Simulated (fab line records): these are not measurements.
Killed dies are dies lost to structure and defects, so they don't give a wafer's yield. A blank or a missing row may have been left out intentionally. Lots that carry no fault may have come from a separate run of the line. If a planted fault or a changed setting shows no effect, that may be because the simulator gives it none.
Comparing a struck lot with a sound one    flow n5_finfet    28 out of 1938 route steps
Sound: these wafers, L965.1, L965.2, L965.3. Wafers struck: L958.4, L958.5. The cause is named last.
Each step with rows lists, per side, the tool, then ch with its chambers, then its first start. Under that, the readings that differ: sound wafers    struck wafers    difference of the means    sigmas: that difference in standard deviations of wafers without a fault.
alike: readings with means less than 2 such deviations apart, plus words and numbers identical on both sides. not compared: withheld readings, readings lacking a value on some wafer, bounds such as >300 that could conceal the same value, and numbers that have no deviation in the record and whose values overlap.
A row with sigmas, a row that says differs or no value, or rows on one side alone: a step with any of these is where the two part. Non-overlapping numbers with no deviation appear without sigmas and do not part them. Lack of a reading on every wafer of one side parts them only where that side has two or more wafers.

first, 8 steps without rows for these wafers: N5_MOL_CONTACT_COAG_ANNEAL_112 (time 1800 s); N5_BEOL_M0_SAQP_PECVD_00 (deposits SiCN from 3MS/NH3, target thk 8 nm, time 14 s); N5_BEOL_M0_SAQP_ILD_DEP_01 (deposits SiOC from DEMS/O2, target thk 45.419 nm, time 8.7 s); N5_BEOL_M0_SAQP_HM_DEP_02 (deposits TiN, target thk 12 nm); N5_BEOL_M0_SAQP_PECVD_03 (deposits SiCN from 3MS/NH3, target thk 12 nm, time 21.1 s); N5_BEOL_M0_SAQP_PECVD_96 (deposits a-Si from SiH4/He, target thk 45 nm, time 45.2 s); N5_BEOL_M0_SAQP_PECVD_97 (deposits SiNx from SiH4/NH3/N2, target thk 23 nm, time 19.9 s); N5_BEOL_M0_SAQP_PECVD_04 (deposits a-Si from SiH4/He, target thk 60 nm, time 60.2 s).
N5_BEOL_M0_SAQP_HM_DEP_111: deposits SiO2 from SiH4/N2O, target thk 12 nm, time 7.2 s.
  sound on pecvd-01 ch 0,1,2, day 10 01:13; struck on pecvd-04 ch 1,2, day 8 07:46
reading                                            sound                 struck  difference                     sigmas
susceptor_temp_C (C)                               399.95 399.72 399.68  - -     no value on the struck wafers  
model.SiO2_of_BEOL_M0_SAQP_HM_DEP_111.thk_nm (nm)  12.2 12.2 12.2        9 9     -3                             
  alike: heater_power_w, showerhead_plenum_p_Torr
then, 12 steps without rows for these wafers: N5_BEOL_M0_SAQP_COAT_81 (time 60 s, resist thk 100 nm); N5_BEOL_M0_SAQP_COAT_82 (time 60 s, resist thk 30 nm); N5_BEOL_M0_SAQP_COAT_08 (resist thk 90 nm); N5_BEOL_M0_SAQP_EBR_10; N5_BEOL_M0_SAQP_SOFTBAKE_09 (time 60 s); N5_BEOL_M0_SAQP_EXPOSE_11 (exposes mask M0 CORE, target cd 42 nm); N5_BEOL_M0_SAQP_PEB_12 (peb time 60 s); N5_BEOL_M0_SAQP_DEVELOP_13 (develop time 30 s); N5_BEOL_M0_SAQP_DESCUM_19 (chemistry O2, time 7.9 s); N5_BEOL_M0_SAQP_ETCH_83 (etches SiARC in CF4, target depth 39 nm, time 65 s); N5_BEOL_M0_SAQP_ETCH_84 (etches SOC in N2/H2, target depth 100 nm, overetch 20 nm, time 150 s); N5_BEOL_M0_SAQP_STRIP_80 (strips in N2/H2).
N5_BEOL_M0_SAQP_HM_OPEN_112: chemistry CHF3/O2, target SiO2, stops on a-Si, target depth 12 nm, time 13.5 s.
  sound on rie_diel-04 ch 0,1,2, day 10 01:56; struck on rie_diel-05 ch 0,2, day 8 08:30
reading                   sound             struck       difference  sigmas
oes_product_au (a.u.)     0.50 0.60 0.56    0.41 0.45    -0.12       -3
model.etch.depth_nm (nm)  12.2 12.11 12.14  9.068 8.913  -3.159      
  alike: drypump_motor_current_A, rf_vpp_V, showerhead_plenum_p_Torr, throttle_valve_pct
  not compared: rf_hours_counter_h
then, 3 steps without rows for these wafers: N5_BEOL_M0_SAQP_STRIP_113 (strips in CHF3/O2); N5_BEOL_M0_SAQP_MANDREL_ETCH_20 (etches a-Si in HBr/Cl2, stops on SiNx, target depth 60 nm, bt time 10 s, time 30 s); N5_BEOL_M0_SAQP_STRIP_86 (strips in N2/H2).
N5_BEOL_M0_SAQP_STRIP_115: strips in post etch residue remover, time 60 s.
  sound on wet_bench-04 ch 3,4,7, day 10 02:11; struck on wet_bench-04 ch 1,5, day 8 08:50
reading                                            sound     struck  difference  sigmas
model.SiO2_of_BEOL_M0_SAQP_HM_DEP_111.thk_nm (nm)  12 12 12  9 8.8   -3          
then, 1 step without rows for these wafers: N5_BEOL_M0_SAQP_SRD_93 (time 30 s).
-- here the record skips 4 days between the struck wafers' starts before and after, leaving off in module BEOL_M0_SAQP and picking up in module BEOL_M4 (first step shown: number 1111 of the route) --
N5_BEOL_M4_RC_MEAS_101:
  sound on prober-01 ch 0, day 12 22:47; struck on prober-01 ch 0, day 11 23:02
reading        sound           struck     difference  sigmas
SS_N (mV/dec)  71.8 71.0 70.7  72.0 73.1  +1.4        +3
  alike: DIBL_N, DIBL_P, IOFF_N, IOFF_P, ION_N, ION_P, SS_P, VT_N, VT_P

== WHERE THEY PART ==
Earliest at N5_BEOL_M0_SAQP_HM_DEP_111; latest, in this record, at N5_BEOL_M4_RC_MEAS_101.

WHY: whatever the simulator had introduced
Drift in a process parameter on pecvd-04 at N5_BEOL_M0_SAQP_HM_DEP_111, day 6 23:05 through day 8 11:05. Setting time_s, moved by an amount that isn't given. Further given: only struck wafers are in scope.
